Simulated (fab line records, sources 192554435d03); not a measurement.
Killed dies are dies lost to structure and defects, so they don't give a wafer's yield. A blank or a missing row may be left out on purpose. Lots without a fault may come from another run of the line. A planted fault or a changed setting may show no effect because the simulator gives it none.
fab line records | flow n5_finfet
record lots=9 wafers=25 last_day=19
route steps=1938 shown BEOL_M12@1616 PASSIVATION@1936
lots that met no fault: from a run of the same line without faults
start_h: hours from the record's first day to the start of the lot's first wafer shown | wait_h: hours since the lot's step before | " the same as in the row above | L1.1+2: a row that stands for several wafers | - no value, or no start given | * or withheld: withheld | < > ~ a bound
route shown NAME@n: a module of which the file shows steps, and the number in the route of the first | usual: mean/standard deviation of fault-free wafers | same: alike in all rows | chamber/n: place in a boat | sites: the reading at each site | _std_site: their standard deviation | _edge_site: outer sites' mean less inner sites' | radius_mm: how far each site lies from the wafer's centre | mask NAME#n: copy n | behind: the tool/chamber that last shaped the wafer | hold: why the lot was held/for how many hours/how that ended | device: the transistor (n, p or np) that didn't switch | end of line: the same wafers' tests at the end of the route | a step without rows: its recipe alone | killed: dies lost to structure and defects at the first sort, not the wafer's yield | map: a wafer's dies, x killed, . not, _ none there
set.NAME: the setting as run; set.NAME@STEP: as run at that earlier step | model.NAME: the simulator's own value behind a step, which no gauge read
steps of the route over a sample of lots; a table a step, a row a wafer
services: from which hour (start_h, from the record's first day; less than 0 if before it) a tool's chamber was out of use, for how many hours, and why
## steps
# step N5_BEOL_M12_ETCH_59
# recipe chemistry=N2/H2 target=BARC target_depth_a=890 overetch_a=267 time_s=67.9 ion_energy_ev=200 pressure_mtorr=30 source_w=840 bias_w=150 n2_flow_sccm=200 h2_flow_sccm=200
# usual drypump_motor_current_A=5.71/0.26 oes_product_au=0.71/0.048 rf_vpp_V=524.8/2.4 showerhead_plenum_p_Torr=2.58/0.083 throttle_valve_pct=17.75/0.25
# same time_s=67.9
# columns lot.wafer tool chamber start_h wait_h drypump_motor_current_A oes_product_au rf_hours_counter_h rf_vpp_V showerhead_plenum_p_Torr throttle_valve_pct
L303.2 rie_diel-06 2 255.56 0.0 5.74 0.71 63 528.6 2.68 17.40
L303.3 " 1 " " 5.60 0.69 101 523.2 2.47 17.83
L303.5 " 1 " " 5.62 0.69 - 520.4 2.47 17.83
L304.1 rie_diel-06 0 278.51 0.0 5.59 0.69 83 526.9 2.69 17.97
L304.4 " 2 " " 5.74 0.71 71 528.0 2.68 17.41
L304.5 " 0 " " 5.59 0.69 - 529.0 2.69 17.98
L310.5 rie_diel-06 2 299.08 0.0 5.77 0.70 - 527.7 2.67 17.45
L310.6 " 3 " " 5.26 0.77 - 525.7 2.59 17.40
L309.3 rie_diel-06 1 303.69 0.0 5.63 0.68 121 520.9 2.46 17.86
L309.5 " 3 " " 5.27 0.77 - 525.0 2.59 17.41
L318.2 rie_diel-06 2 378.65 0.0 5.76 0.67 111 526.2 2.66 17.48
L318.3 " 1 " " 5.61 0.66 148 519.3 2.45 17.91
L318.4 " 0 " " 5.59 0.66 119 527.1 2.68 18.04
L321.1 rie_diel-04 0 382.52 0.0 5.42 0.73 39 522.9 2.48 17.59
L321.2 " 2 " " 5.47 0.79 24 528.5 2.72 18.02
L321.4 " 3 " " 6.02 0.68 108 527.8 2.68 17.95
L320.4 rie_diel-05 1 391.79 0.0 5.82 0.69 96 525.1 2.56 17.42
L320.5 " 1 " " 5.80 0.69 - 524.0 2.56 17.41
L320.6 " 2 " " 6.17 0.65 - 524.7 2.55 18.17
L324.3 rie_diel-04 0 412.75 0.0 5.41 0.73 49 521.9 2.48 17.61
L324.5 " 0 " " 5.45 0.72 - 521.6 2.48 17.62
L324.6 " 3 " " 6.04 0.67 - 526.2 2.68 17.96
L322.1 rie_diel-06 0 413.15 0.0 5.60 0.65 128 527.4 2.67 18.07
L322.2 " 3 " " 5.26 0.72 74 524.5 2.57 17.50
L322.3 " 1 " " 5.63 0.65 158 521.1 2.44 17.93
# step N5_BEOL_M12_ETCH_68
# recipe chemistry=N2/H2 target=SOC mask_material=SiARC source_w=3000 bias_w=350 temp_c=40 time_s=285 ion_energy_ev=200 pressure_mtorr=30 n2_flow_sccm=200 h2_flow_sccm=200
# usual drypump_motor_current_A=5.69/0.26 oes_product_au=0.82/0.058 rf_vpp_V=524.8/2.5 showerhead_plenum_p_Torr=2.58/0.085 throttle_valve_pct=17.63/0.25
# same time_s=285
# columns lot.wafer tool chamber start_h wait_h drypump_motor_current_A oes_product_au rf_hours_counter_h rf_vpp_V showerhead_plenum_p_Torr throttle_valve_pct
L303.2 rie_diel-06 1 256.74 0.1 5.61 0.81 102 520.8 2.47 17.72
L303.3 " 0 " " 5.58 0.84 75 527.5 2.70 17.84
L303.5 " 0 " " 5.57 0.83 - 527.2 2.70 17.86
L304.1 rie_diel-04 3 279.88 0.1 6.06 0.84 80 528.1 2.69 17.80
L304.4 " 0 " " 5.40 0.94 - 522.5 2.49 17.43
L304.5 " 1 " " 6.02 0.88 - 526.2 2.58 17.65
L310.5 rie_diel-06 2 301.22 0.1 5.77 0.81 - 527.4 2.67 17.36
L310.6 " 1 " " 5.58 0.79 - 520.6 2.46 17.75
L309.3 rie_diel-06 0 305.75 0.1 5.57 0.81 93 527.4 2.69 17.90
L309.5 " 2 " " 5.75 0.80 - 527.4 2.67 17.34
L318.2 rie_diel-06 1 379.71 0.1 5.62 0.77 148 521.2 2.45 17.80
L318.3 " 0 " " 5.57 0.78 120 525.5 2.68 17.92
L318.4 " 2 " " 5.76 0.79 111 527.4 2.66 17.37
L321.1 rie_diel-06 0 383.70 0.1 5.61 0.79 121 526.8 2.68 17.93
L321.2 " 1 " " 5.62 0.76 149 520.6 2.45 17.79
L321.4 " 3 " " 5.28 0.85 64 524.2 2.57 17.37
L320.4 rie_diel-04 2 392.84 0.1 5.47 0.92 26 528.6 2.72 17.91
L320.5 " 0 " " 5.42 0.87 - 523.0 2.48 17.46
L320.6 " 3 " " 6.05 0.81 - 527.7 2.68 17.85
L324.3 rie_diel-06 0 413.81 0.1 5.62 0.77 128 527.3 2.67 17.95
L324.5 " 1 " " 5.60 0.75 - 521.2 2.44 17.82
L324.6 " 0 " " 5.61 0.77 - 527.2 2.67 17.94
L322.1 rie_diel-06 1 414.58 0.1 5.62 0.75 159 520.6 2.44 17.81
L322.2 " 2 " " 5.77 0.76 123 527.7 2.65 17.39
L322.3 " 3 " " 5.27 0.84 74 523.4 2.57 17.40
# step N5_BEOL_M12_TRENCH_ETCH_34
# recipe chemistry=C4F8/O2/Ar target=SiOC target_depth_a=3189.5 mask_material=SOC pressure_mtorr=30 source_w=3000 bias_w=700 Ar_flow_sccm=400 C4F8_flow_sccm=15 O2_flow_sccm=8 he_inner_torr=15 he_outer_torr=30 time_s=125.5 ion_energy_ev=250
# usual drypump_motor_current_A=5.69/0.26 oes_product_au=0.82/0.057 rf_vpp_V=667/3 showerhead_plenum_p_Torr=3.47/0.1 throttle_valve_pct=24.08/0.21
# same time_s=125.5
# columns lot.wafer tool chamber start_h wait_h drypump_motor_current_A oes_product_au rf_hours_counter_h rf_vpp_V showerhead_plenum_p_Torr throttle_valve_pct
L303.2 rie_diel-06 1 256.93 0.0 5.60 0.81 102 663 3.33 24.08
L303.3 " 0 " " 5.56 0.83 76 670 3.58 24.22
L303.5 " 0 " " 5.58 0.83 - 670 3.58 24.24
L304.1 rie_diel-04 3 280.06 0.0 6.02 0.83 80 670 3.61 24.28
L304.4 " 0 " " 5.42 0.94 - 664 3.37 23.90
L304.5 " 1 " " 6.08 0.88 - 667 3.46 24.07
L310.5 rie_diel-06 2 301.38 0.1 5.76 0.81 - 671 3.62 23.98
L310.6 " 1 " " 5.60 0.67 - 662 3.32 24.08
L309.3 rie_diel-06 0 305.93 0.0 5.60 0.68 93 669 3.57 24.23
L309.5 " 2 " " 5.76 0.80 - 670 3.61 23.97
L318.2 rie_diel-06 1 379.89 0.0 5.60 0.77 148 662 3.31 24.15
L318.3 " 0 " " 5.60 0.78 120 669 3.56 24.28
L318.4 " 2 " " 5.76 0.78 111 669 3.60 24.01
L321.1 rie_diel-06 0 383.88 0.0 5.56 0.78 121 670 3.56 24.28
L321.2 " 1 " " 5.59 0.76 149 662 3.31 24.15
L321.4 " 3 " " 5.27 0.86 64 666 3.48 23.82
L320.4 rie_diel-04 2 393.02 0.0 5.45 0.92 27 672 3.62 24.35
L320.5 " 0 " " 5.41 0.88 - 663 3.36 23.93
L320.6 " 3 " " 6.03 0.80 - 671 3.59 24.32
L324.3 rie_diel-06 0 413.99 0.0 5.62 0.77 128 670 3.55 24.30
L324.5 " 1 " " 5.60 0.75 - 663 3.30 24.14
L324.6 " 0 " " 5.60 0.77 - 670 3.55 24.30
L322.1 rie_diel-06 1 414.76 0.0 5.63 0.76 160 662 3.30 24.17
L322.2 " 2 " " 5.78 0.76 123 668 3.59 24.03
L322.3 " 3 " " 5.29 0.85 74 666 3.47 23.83
# step N5_BEOL_M12_OCD_MEAS_35
# usual trench_depth_nm=319/5.3
# columns lot.wafer tool chamber start_h wait_h trench_depth_nm
L303.2 ocd-01 - 257.08 0.0 319
L303.3 " - " " 327
L303.5 " - " " 327
L304.1 ocd-02 - 280.22 0.0 326
L304.4 " - " " 327
L304.5 " - " " 325
L310.5 ocd-02 - 301.48 0.0 314
L310.6 " - " " 238
L309.3 ocd-01 - 306.08 0.0 242
L309.5 " - " " 312
L318.2 ocd-01 - 380.05 0.0 314
L318.3 " - " " 325
L318.4 " - " " 317
L321.1 ocd-02 - 384.03 0.0 324
L321.2 " - " " 314
L321.4 " - " " 317
L320.4 ocd-02 - 393.18 0.0 318
L320.5 " - " " 329
L320.6 " - " " 324
L324.3 ocd-02 - 414.15 0.0 325
L324.5 " - " " 310
L324.6 " - " " 323
L322.1 ocd-01 - 414.91 0.0 316
L322.2 " - " " 316
L322.3 " - " " 317
# step N5_BEOL_M12_THK_MEAS_50
# recipe thk_meas_gauge=xrf reads=Cu_of_BEOL_M12_ECD_47
# usual M12_THK=317/5.2
# columns lot.wafer tool chamber start_h wait_h M12_THK[nm]
L303.2 film_metro-02 - 267.54 - 318
L303.3 " - " " 326
L303.5 " - " " 327
L304.1 film_metro-02 - 282.14 - 323
L304.4 " - " " 324
L304.5 " - " " 320
L310.5 film_metro-01 - 302.94 - 315
L310.6 " - " " 238
L309.3 film_metro-02 - 309.01 - 241
L309.5 " - " " 311
L318.2 film_metro-02 - 383.07 - 308
L318.3 " - " " 320
L318.4 " - " " 312
L321.1 film_metro-01 - 386.95 - 327
L321.2 " - " " 315
L321.4 " - " " 317
L320.4 film_metro-01 - 398.88 - 316
L320.5 " - " " 326
L320.6 " - " " 323
L324.3 film_metro-01 - 415.83 - 327
L324.5 " - " " 311
L324.6 " - " " 325
L322.1 film_metro-01 - 416.44 - 318
L322.2 " - " " 314
L322.3 " - " " 316
# step N5_BEOL_M12_RS_MEAS_54
# recipe thk_meas_gauge=four-point-probe reads=Cu_of_BEOL_M12_ECD_47+Ta_of_BEOL_M12_SPUTTER_44+TaN_of_BEOL_M12_SPUTTER_43
# usual M12_RS=0.0600/0.0011
# columns lot.wafer tool chamber start_h wait_h M12_RS[ohm/sq]
L303.2 film_metro-01 - 267.67 0.0 0.0599
L303.3 " - " " 0.0581
L303.5 " - " " 0.0584
L304.1 film_metro-02 - 282.27 0.0 0.0586
L304.4 " - " " 0.0586
L304.5 " - " " 0.0590
L310.5 film_metro-01 - 303.07 0.0 0.0608
L310.6 " - " " 0.0819
L309.3 film_metro-01 - 309.14 0.0 0.0800
L309.5 " - " " 0.0611
L318.2 film_metro-01 - 383.19 0.0 0.0610
L318.3 " - " " 0.0589
L318.4 " - " " 0.0603
L321.1 film_metro-02 - 387.07 0.0 0.0588
L321.2 " - " " 0.0605
L321.4 " - " " 0.0604
L320.4 film_metro-02 - 399.01 0.0 0.0605
L320.5 " - " " 0.0585
L320.6 " - " " 0.0591
L324.3 film_metro-01 - 415.96 0.0 0.0592
L324.5 " - " " 0.0621
L324.6 " - " " 0.0595
L322.1 film_metro-01 - 416.56 0.0 0.0604
L322.2 " - " " 0.0607
L322.3 " - " " 0.0605
# step N5_BEOL_M12_INSPECT_55
# recipe inspect_instrument=darkfield mode=post_dep
# usual raw_defect_count=62/21
# columns lot.wafer tool chamber start_h wait_h raw_defect_count
L303.2 defect_inspect-01 - 267.69 0.0 45
L303.3 " - " " 32
L303.5 " - " " 35
L304.1 defect_inspect-01 - 282.29 0.0 36
L304.4 " - " " 32
L304.5 " - " " 42
L310.5 defect_inspect-01 - 303.09 0.0 105
L310.6 " - " " 61
L309.3 defect_inspect-01 - 309.16 0.0 37
L309.5 " - " " 76
L318.2 defect_inspect-01 - 383.22 0.0 56
L318.3 " - " " 62
L318.4 " - " " 35
L321.1 defect_inspect-02 - 387.10 0.0 74
L321.2 " - " " 71
L321.4 " - " " 69
L320.4 defect_inspect-02 - 399.03 0.0 41
L320.5 " - " " 51
L320.6 " - " " 65
L324.3 defect_inspect-01 - 415.98 0.0 54
L324.5 " - " " 83
L324.6 " - " " 59
L322.1 defect_inspect-02 - 416.59 0.0 45
L322.2 " - " " 52
L322.3 " - " " 67
# step N5_PASSIVATION_PROBE_49
# usual defect_limited_yield=91.1/1.4 killed_at_M0_to_M3=36/11 killed_at_M4_up=14/5.2 killed_at_contacts=12/6.1 killed_at_front_end=40/12 killed_at_other=3.2/2.5 killed_dies=105/16 killed_open=68/12 killed_short=35/8.7 sort_bin_5_function=5.2/0.89 sort_bin_6_memory=3.3/0.66 sort_bin_8_speed=0.01/0.085 sort_n_pass=1074/16 sort_yield_pct=91.1/1.4
# same gross_dies=1180 killed_at_back_side=0 sort_bin_4_leakage[%]=0
# columns lot.wafer tool chamber start_h wait_h defect_limited_yield[%] killed_at_M0_to_M3 killed_at_M4_up killed_at_contacts killed_at_front_end killed_at_other killed_dies killed_open killed_short sort_bin_5_function[%] sort_bin_6_memory[%] sort_bin_8_speed[%] sort_n_pass sort_yield_pct[%]
L303.2 prober-02 - 307.96 0.1 92.2 33 17 15 25 2 92 70 21 4.3 3.1 0 1088 92.2
L303.3 prober-02 - 308.01 0.1 92.2 25 18 10 37 2 92 63 29 4.9 2.5 0 1088 92.2
L303.5 prober-02 - 308.11 0.2 90.3 55 22 3 27 8 115 82 32 5.8 3.8 0 1065 90.3
L304.1 prober-02 - 322.67 0.0 91.3 25 16 5 54 3 103 61 41 5.5 3.1 0 1077 91.3
L304.4 prober-02 - 322.82 0.2 91.8 40 18 5 31 3 97 71 26 5.5 2.7 0 1083 91.8
L304.5 prober-02 - 322.87 0.2 92.2 45 15 7 24 1 92 58 32 4.2 3.4 0 1088 92.2
L310.5 prober-02 - 338.39 0.2 92.6 28 12 12 33 2 87 57 26 4.2 3.1 0 1093 92.6
L310.6 prober-02 - 338.44 0.3 90.8 44 19 9 28 8 108 47 59 5.3 3.3 0.08 1072 90.8
L309.3 prober-02 - 349.26 0.1 89.7 41 22 8 49 1 121 84 36 5.1 4.4 0.08 1059 89.7
L309.5 prober-02 - 349.36 0.2 90.3 47 14 9 41 3 114 81 29 5.1 4.3 0 1066 90.3
L318.2 prober-01 - 412.03 0.1 93.8 22 10 6 35 0 73 49 24 3.0 3.0 0 1107 93.8
L318.3 prober-01 - 412.08 0.1 94.1 18 12 4 32 4 70 52 18 2.8 2.8 0 1110 94.1
L318.4 prober-01 - 412.13 0.2 92.0 36 13 10 32 3 94 60 34 5.3 2.6 0 1086 92.0
L321.1 prober-01 - 420.76 0.0 90.3 48 13 7 44 2 114 70 33 5.1 3.8 0 1066 90.3
L321.2 prober-01 - 420.81 0.1 90.0 39 37 9 32 1 118 60 56 5.8 3.7 0 1062 90.0
L321.4 prober-01 - 420.91 0.2 88.6 42 21 17 50 5 135 82 49 6.0 4.5 0 1045 88.6
L320.4 prober-02 - 434.54 0.2 91.7 29 13 13 42 1 98 65 31 4.7 3.1 0 1082 91.7
L320.5 prober-02 - 434.59 0.2 92.5 17 19 13 40 0 89 60 26 5.2 2.1 0 1091 92.5
L320.6 prober-02 - 434.64 0.3 92.1 15 15 16 42 5 93 52 34 5.2 2.5 0 1087 92.1
L322.1 prober-01 - 448.81 0.0 88.8 44 18 8 58 4 132 93 37 6.0 4.9 0 1048 88.8
L322.2 prober-01 - 448.86 0.1 88.6 36 24 10 58 7 135 80 51 6.8 4.1 0 1045 88.6
L322.3 prober-01 - 448.91 0.1 92.8 35 11 7 30 2 85 40 42 4.4 2.2 0 1095 92.8
L324.3 prober-02 - 458.45 0.1 91.7 42 15 9 25 7 98 64 26 4.7 2.6 0 1082 91.7
L324.5 prober-02 - 458.55 0.2 90.8 49 18 13 27 1 108 71 34 5.5 3.3 0 1072 90.8
L324.6 prober-02 - 458.60 0.3 90.6 52 16 6 36 1 111 72 34 5.2 4.0 0 1069 90.6
# killed by level:class
L303.2 MOL_CONTACT_COAG:geometric_particle:open=14 FIN_SAQP:geometric_particle:open=10 BEOL_M4:geometric_particle:open=10 BEOL_M3:geometric_particle:open=7 FIN_SAQP:geometric_particle:short=6 BEOL_M0:geometric_particle:open=6 BEOL_M2:geometric_particle:open=5 BEOL_M1:geometric_particle:open=4
L303.3 FIN_SAQP:geometric_particle:open=15 MOL_CONTACT_COAG:geometric_particle:open=7 BEOL_M7:geometric_particle:open=7 FIN_SAQP:geometric_particle:short=6 STI_FIN_REVEAL:geometric_particle:open=6 BEOL_M0_SAQP:geometric_particle:open=5 BEOL_M3:geometric_particle:open=5 BEOL_M0_SAQP:geometric_particle:short=4
L303.5 BEOL_M0_SAQP:geometric_particle:open=16 BEOL_M4:geometric_particle:open=11 BEOL_M2:geometric_particle:open=10 BEOL_M0:geometric_particle:open=9 BEOL_M0_SAQP:geometric_particle:short=8 STI_FIN_REVEAL:geometric_particle:open=6 BEOL_M3:geometric_particle:open=6 STARTING-WAFER:geometric_particle:short=4
L304.1 STI_FIN_REVEAL:geometric_particle:open=13 BEOL_M4:geometric_particle:open=9 STI_FIN_REVEAL:geometric_particle:short=8 BEOL_M1:geometric_particle:open=7 FIN_SAQP:geometric_particle:open=5 GATE_CUT:geometric_particle:short=5 MOL_CONTACT_COAG:geometric_particle:open=5 ILD0:geometric_particle:open=4
L304.4 STI_FIN_REVEAL:geometric_particle:open=15 BEOL_M0_SAQP:geometric_particle:open=14 BEOL_M4:geometric_particle:open=12 BEOL_M2:geometric_particle:open=8 BEOL_M0_SAQP:geometric_particle:short=6 MOL_CONTACT_COAG:geometric_particle:open=4 BEOL_M1:geometric_particle:open=4 STI_FIN_REVEAL:geometric_particle:short=3
L304.5 BEOL_M0_SAQP:geometric_particle:short=12 BEOL_M0_SAQP:geometric_particle:open=10 BEOL_M1:geometric_particle:open=8 FIN_SAQP:geometric_particle:short=6 MOL_CONTACT_COAG:geometric_particle:open=6 BEOL_M4:geometric_particle:open=6 BEOL_M2:geometric_particle:open=5 ILD0:geometric_particle:open=4
L310.5 MOL_CONTACT_COAG:geometric_particle:open=11 BEOL_M0_SAQP:geometric_particle:open=8 FIN_SAQP:geometric_particle:open=6 FIN_SAQP:geometric_particle:short=6 BEOL_M0_SAQP:geometric_particle:short=6 GATE_CUT:geometric_particle:open=5 BEOL_M3:geometric_particle:open=5 STARTING-WAFER:geometric_particle:open=4
L310.6 BEOL_M0_SAQP:geometric_particle:short=26 FIN_SAQP:geometric_particle:short=12 BEOL_M0_SAQP:geometric_particle:open=11 MOL_CONTACT_COAG:geometric_particle:open=7 FIN_SAQP:geometric_particle:open=4 BEOL_M4:geometric_particle:open=4 GATE_CUT:geometric_particle:short=3 BEOL_M5:geometric_particle:open=3
L309.3 STI_FIN_REVEAL:geometric_particle:open=17 BEOL_M2:geometric_particle:open=16 BEOL_M4:geometric_particle:open=13 BEOL_M0_SAQP:geometric_particle:open=8 MOL_CONTACT_COAG:geometric_particle:open=7 DUMMY_GATE:geometric_particle:open=6 ILD0:geometric_particle:open=6 STI_FIN_REVEAL:geometric_particle:short=5
L309.5 STI_FIN_REVEAL:geometric_particle:open=14 BEOL_M0_SAQP:geometric_particle:open=10 MOL_CONTACT_COAG:geometric_particle:open=9 BEOL_M0_SAQP:geometric_particle:short=9 FIN_SAQP:geometric_particle:open=8 BEOL_M2:geometric_particle:open=8 BEOL_M0:geometric_particle:open=7 BEOL_M3:geometric_particle:open=7
L318.2 FIN_SAQP:geometric_particle:short=13 FIN_SAQP:geometric_particle:open=7 BEOL_M0_SAQP:geometric_particle:open=7 STI_FIN_REVEAL:geometric_particle:open=6 MOL_CONTACT_COAG:geometric_particle:open=6 BEOL_M3:geometric_particle:open=6 STARTING-WAFER:geometric_particle:short=4 BEOL_M2:geometric_particle:open=3
L318.3 STI_FIN_REVEAL:geometric_particle:open=8 FIN_SAQP:geometric_particle:open=7 BEOL_M7:geometric_particle:open=5 DUMMY_GATE:geometric_particle:open=4 BEOL_M2:geometric_particle:open=4 BEOL_M3:geometric_particle:open=4 FIN_SAQP:geometric_particle:short=3 MOL_CONTACT_COAG:geometric_particle:open=3
L318.4 FIN_SAQP:geometric_particle:open=12 BEOL_M1:geometric_particle:open=8 MOL_CONTACT_COAG:geometric_particle:open=7 FIN_SAQP:geometric_particle:short=6 BEOL_M2:geometric_particle:open=6 BEOL_M3:geometric_particle:open=6 BEOL_M0_SAQP:geometric_particle:open=5 BEOL_M0_SAQP:geometric_particle:short=5
L321.1 DUMMY_GATE:geometric_particle:open=8 BEOL_M3:geometric_particle:open=8 FIN_SAQP:geometric_particle:short=7 HKMG_FIN:area_etch=7 BEOL_M0_SAQP:geometric_particle:short=6 BEOL_M0:geometric_particle:open=6 BEOL_M2:geometric_particle:open=6 BEOL_M2:geometric_particle:short=6
L321.2 BEOL_M4:geometric_particle:open=11 BEOL_M7:geometric_particle:open=10 BEOL_M0_SAQP:geometric_particle:short=9 FIN_SAQP:geometric_particle:short=8 GATE_CUT:geometric_particle:short=8 BEOL_M4:geometric_particle:short=7 BEOL_M1:geometric_particle:open=5 MOL_CONTACT_COAG:geometric_particle:open=5
L321.4 MOL_CONTACT_COAG:geometric_particle:open=13 GATE_CUT:geometric_particle:short=12 BEOL_M2:geometric_particle:open=11 FIN_SAQP:geometric_particle:short=10 BEOL_M3:geometric_particle:open=9 BEOL_M4:geometric_particle:open=9 FIN_SAQP:geometric_particle:open=7 BEOL_M0_SAQP:geometric_particle:open=6
L320.4 STI_FIN_REVEAL:geometric_particle:open=10 MOL_CONTACT_COAG:geometric_particle:open=10 BEOL_M4:geometric_particle:open=8 BEOL_M0_SAQP:geometric_particle:short=8 FIN_SAQP:geometric_particle:short=7 BEOL_M2:geometric_particle:open=6 BEOL_M3:geometric_particle:open=6 FIN_SAQP:geometric_particle:open=5
L320.5 MOL_CONTACT_COAG:geometric_particle:open=12 DUMMY_GATE:geometric_particle:open=11 BEOL_M4:geometric_particle:open=11 GATE_CUT:geometric_particle:short=6 BEOL_M1:geometric_particle:short=4 FIN_SAQP:geometric_particle:open=3 STI_FIN_REVEAL:geometric_particle:open=3 GATE_CUT:geometric_particle:open=3
L320.6 MOL_CONTACT_COAG:geometric_particle:open=13 FIN_SAQP:geometric_particle:short=7 GATE_CUT:geometric_particle:short=7 FIN_SAQP:geometric_particle:open=6 STI_FIN_REVEAL:geometric_particle:open=5 DUMMY_GATE:geometric_particle:open=4 MOL_CONTACT_COAG:geometric_particle:short=3 BEOL_M1:geometric_particle:short=3
L322.1 FIN_SAQP:geometric_particle:open=23 BEOL_M4:geometric_particle:open=14 BEOL_M0_SAQP:geometric_particle:open=10 BEOL_M0_SAQP:geometric_particle:short=9 BEOL_M3:geometric_particle:open=9 FIN_SAQP:geometric_particle:short=8 STI_FIN_REVEAL:geometric_particle:open=7 DUMMY_GATE:geometric_particle:open=6
L322.2 FIN_SAQP:geometric_particle:short=15 FIN_SAQP:geometric_particle:open=11 BEOL_M4:geometric_particle:open=11 BEOL_M0_SAQP:geometric_particle:short=10 MOL_CONTACT_COAG:geometric_particle:open=8 STI_FIN_REVEAL:geometric_particle:open=7 DUMMY_GATE:geometric_particle:open=6 BEOL_M3:geometric_particle:open=6
L322.3 BEOL_M0_SAQP:geometric_particle:short=10 FIN_SAQP:geometric_particle:short=8 BEOL_M0_SAQP:geometric_particle:open=7 BEOL_M3:geometric_particle:short=7 MOL_CONTACT_COAG:geometric_particle:open=6 BEOL_M3:geometric_particle:open=6 STI_FIN_REVEAL:geometric_particle:open=4 GATE_CUT:geometric_particle:short=4
L324.3 BEOL_M2:geometric_particle:open=16 BEOL_M0:geometric_particle:short=8 MOL_CONTACT_COAG:geometric_particle:open=7 BEOL_M0_SAQP:geometric_particle:open=7 BEOL_M1:geometric_particle:open=7 STI_FIN_REVEAL:geometric_particle:open=6 MIM_TOP_ETCH:geometric_particle:open=6 HKMG_FIN:area_etch=5
L324.5 BEOL_M2:geometric_particle:open=15 MOL_CONTACT_COAG:geometric_particle:open=10 BEOL_M0_SAQP:geometric_particle:short=10 STI_FIN_REVEAL:geometric_particle:open=9 FIN_SAQP:geometric_particle:short=7 BEOL_M3:geometric_particle:open=6 BEOL_M0:geometric_particle:open=5 BEOL_M0:geometric_particle:short=5
L324.6 BEOL_M2:geometric_particle:open=28 BEOL_M0_SAQP:geometric_particle:open=9 FIN_SAQP:geometric_particle:short=8 MOL_CONTACT_COAG:geometric_particle:open=5 GATE_CUT:geometric_particle:short=5 BEOL_M2:geometric_particle:short=4 BEOL_M5:geometric_particle:open=4 STI_FIN_REVEAL:geometric_particle:open=3
## services
# columns tool chamber start_h hours kind
rie_diel-05 - 238.15 0.8 repair
rie_diel-04 0 238.47 - clean
rie_diel-04 0 238.47 - consumable_replace:focus_ring
rie_diel-04 0 238.47 12.6 scheduled_down
rie_diel-04 0 238.47 12.6 vent_cycle
rie_diel-04 2 272.93 - clean
rie_diel-04 2 272.93 - consumable_replace:focus_ring
rie_diel-04 2 272.93 - consumable_replace:showerhead
rie_diel-04 2 272.93 28.6 scheduled_down
rie_diel-04 2 272.93 28.6 vent_cycle
rie_diel-04 - 292.12 28.1 pm
rie_diel-04 1 326.00 10.0 repair
rie_diel-05 0 329.85 3.2 repair
rie_diel-05 - 339.29 2.8 pm
rie_diel-04 - 341.02 0.3 repair
rie_diel-05 1 355.98 1.7 repair
rie_diel-04 - 391.12 0.2 repair
rie_diel-06 0 393.32 5.4 repair
## key
first_sign step=N5_BEOL_M12_TRENCH_ETCH_34 reading=oes_product_au direction=down sigmas=2.6 usual=0.82 struck=0.67
effect step=N5_BEOL_M12_OCD_MEAS_35 reading=trench_depth_nm direction=down sigmas=15 usual=319 struck=240
effect step=N5_BEOL_M12_THK_MEAS_50 reading=M12_THK direction=down sigmas=15 usual=317 struck=240
effect step=N5_BEOL_M12_RS_MEAS_54 reading=M12_RS direction=up sigmas=19 usual=0.0600 struck=0.0809
met_at N5_BEOL_M12_TRENCH_ETCH_34
struck_lots L309,L310
struck_wafers L309.3,L310.6
not_acting_at N5_BEOL_M12_ETCH_59,N5_BEOL_M12_ETCH_68,N5_BEOL_M12_INSPECT_55
onset_between 256.93 301.38
fault kind=process_parameter_drift tool=rie_diel-06 chamber=- onset_h=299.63 steps=N5_BEOL_M12_TRENCH_ETCH_34 channel=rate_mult offset=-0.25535 shape=step end_h=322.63 scope=struck_wafers_only
